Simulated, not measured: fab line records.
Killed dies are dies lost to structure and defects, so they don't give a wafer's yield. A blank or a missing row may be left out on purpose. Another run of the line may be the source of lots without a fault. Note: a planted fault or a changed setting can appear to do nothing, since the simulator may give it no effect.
Matching of chambers -- flow nand-harc -- NHARC_A_M0_ETCH_34 on rie-diel-12 has 4 sister chambers
The step etches the open film in N2/H2, target depth 40 nm, overetch 12 nm, time 43.94 s. 24 wafers are shown with their chamber, then 12 later ones without.

EACH WAFER AND ITS CHAMBER
wafer,chamber,drypump-motor-current-A (A),rf-vpp-V (V),rf-fwd-power-W (W)
L075.3,1,5.9,430.3,395.0
L075.4,3,6.0,429.9,397.4
L075.6,2,4.8,430.6,393.6
L076.1,2,4.8,430.3,394.4
L076.2,1,5.9,430.8,395.5
L076.5,1,5.9,431.3,394.9
L079.1,2,4.8,430.3,393.8
L079.3,0,5.0,427.9,393.8
L079.4,1,5.8,433.0,394.8
L081.2,2,4.8,430.0,391.4
L081.3,0,5.0,428.9,394.2
L081.6,2,4.9,430.0,393.7
L084.2,1,5.8,432.5,394.8
L084.3,3,6.0,431.4,396.0
L084.5,2,4.9,430.6,394.0
L086.1,3,6.0,430.3,397.7
L086.2,1,5.8,429.9,395.2
L086.6,3,6.0,430.5,398.7
L087.1,1,5.8,431.0,394.7
L087.4,1,5.9,432.5,396.8
L087.5,0,5.0,427.6,395.3
L088.2,3,6.0,430.5,397.9
L088.3,1,5.9,432.4,394.7
L088.6,0,5.0,427.6,393.2

SIGNATURES (averages over the wafers above)
reading,chamber 0,chamber 1,chamber 2,chamber 3,scatter within a chamber
drypump-motor-current-A,5.000,5.856,4.833,6.000,0.0422
rf-vpp-V,428.000,431.522,430.300,430.520,0.792
rf-fwd-power-W,394.125,395.156,393.483,397.540,0.878
Rule: a wafer lies at a distance from a chamber equal to the root of the sum of squares, over the readings, of (its reading less the chamber's mean, divided by the reading's scatter). If the next closest chamber is less than 2 further off than the closest, the wafer can't be placed; otherwise it belongs to the closest. The scatter: take each reading less its chamber's mean, square it, sum over the shown wafers, divide by the number of wafers less the number of chambers, and take the root.

WAFERS WITHOUT THEIR CHAMBER
wafer,drypump-motor-current-A (A),rf-vpp-V (V),rf-fwd-power-W (W)
L090.1,6.0,429.6,398.1
L090.3,5.9,432.3,395.2
L090.5,5.0,429.2,393.9
L091.1,5.8,432.9,394.8
L091.5,6.0,429.2,395.7
L091.6,5.8,432.0,395.6
L092.2,5.9,434.1,395.1
L092.5,5.9,432.2,395.0
L092.6,6.0,429.6,394.4
L096.2,5.0,429.6,393.8
L096.4,6.0,431.6,396.6
L096.6,5.0,428.5,397.9

WHICH CHAMBER EACH ONE RAN IN
wafer,from the rows above,in truth
L090.1,3,3
L090.3,1,1
L090.5,0,0
L091.1,1,1
L091.5,can't be placed: 3 or 1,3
L091.6,1,1
L092.2,1,1
L092.5,1,1
L092.6,can't be placed: 3 or 1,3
L096.2,0,0
L096.4,3,3
L096.6,0,0
Correctly placed: 10 of 12. These rows do not allow placing 2 (true chamber among the candidates in 2). Wrongly placed: 0.
